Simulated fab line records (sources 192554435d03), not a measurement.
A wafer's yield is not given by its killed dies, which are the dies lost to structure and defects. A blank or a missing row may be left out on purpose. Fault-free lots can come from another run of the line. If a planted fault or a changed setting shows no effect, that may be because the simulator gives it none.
Chamber matching / flow n5-finfet / N5_HKMG_FIN_STRIP_90 on rie-diel-06 has 4 sister chambers
The step strips SOC in N2/H2, time 20 s. 8 wafers are shown with their chamber, then 8 later ones without.

## WAFERS PAIRED WITH THEIR CHAMBERS
wafer=L074.4; chamber=2; oes-product-au (a.u.)=0.88; showerhead-plenum-p-Torr (Torr)=3.39
wafer=L078.5; chamber=3; oes-product-au (a.u.)=0.86; showerhead-plenum-p-Torr (Torr)=3.40
wafer=L079.2; chamber=2; oes-product-au (a.u.)=0.87; showerhead-plenum-p-Torr (Torr)=3.38
wafer=L079.6; chamber=1; oes-product-au (a.u.)=0.70; showerhead-plenum-p-Torr (Torr)=3.44
wafer=L081.1; chamber=1; oes-product-au (a.u.)=0.70; showerhead-plenum-p-Torr (Torr)=3.44
wafer=L081.2; chamber=0; oes-product-au (a.u.)=0.83; showerhead-plenum-p-Torr (Torr)=3.32
wafer=L081.5; chamber=3; oes-product-au (a.u.)=0.86; showerhead-plenum-p-Torr (Torr)=3.39
wafer=L085.1; chamber=0; oes-product-au (a.u.)=0.82; showerhead-plenum-p-Torr (Torr)=3.32

## WAFERS WITH NO CHAMBER GIVEN
wafer=L085.4; oes-product-au (a.u.)=0.87; showerhead-plenum-p-Torr (Torr)=3.38
wafer=L085.5; oes-product-au (a.u.)=0.82; showerhead-plenum-p-Torr (Torr)=3.32
wafer=L094.1; oes-product-au (a.u.)=0.83; showerhead-plenum-p-Torr (Torr)=3.38
wafer=L094.2; oes-product-au (a.u.)=0.84; showerhead-plenum-p-Torr (Torr)=3.36
wafer=L094.4; oes-product-au (a.u.)=0.83; showerhead-plenum-p-Torr (Torr)=3.38
wafer=L096.1; oes-product-au (a.u.)=0.79; showerhead-plenum-p-Torr (Torr)=3.31
wafer=L096.2; oes-product-au (a.u.)=0.84; showerhead-plenum-p-Torr (Torr)=3.36
wafer=L096.3; oes-product-au (a.u.)=0.82; showerhead-plenum-p-Torr (Torr)=3.37

## EACH ONE'S CHAMBER
wafer=L085.4; from the rows above=2; in truth=2
wafer=L085.5; from the rows above=0; in truth=0
wafer=L094.1; from the rows above=3; in truth=3
wafer=L094.2; from the rows above=can't be placed: 3 or 0 or 2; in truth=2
wafer=L094.4; from the rows above=3; in truth=3
wafer=L096.1; from the rows above=0; in truth=0
wafer=L096.2; from the rows above=can't be placed: 3 or 0 or 2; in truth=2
wafer=L096.3; from the rows above=can't be placed: 3 or 0 or 2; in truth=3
Correctly placed: 5 of 8. Not placeable from these rows: 3 (in 3, the candidates include the true chamber). 0 placed wrongly.
How it was worked out, from the rows above alone: a wafer's distance from a chamber is the root of the sum, over the readings, of the square of ((its reading less the chamber's mean) divided by the reading's scatter). If the next closest chamber is less than 2 further off than the closest, the wafer can't be placed; otherwise it belongs to the closest. For every chamber, the mean is computed from those of its wafers that are shown. How the scatter is found: for the shown wafers, subtract from each reading the mean of its chamber, square and add these, divide the total by (wafers less chambers), then take the root.
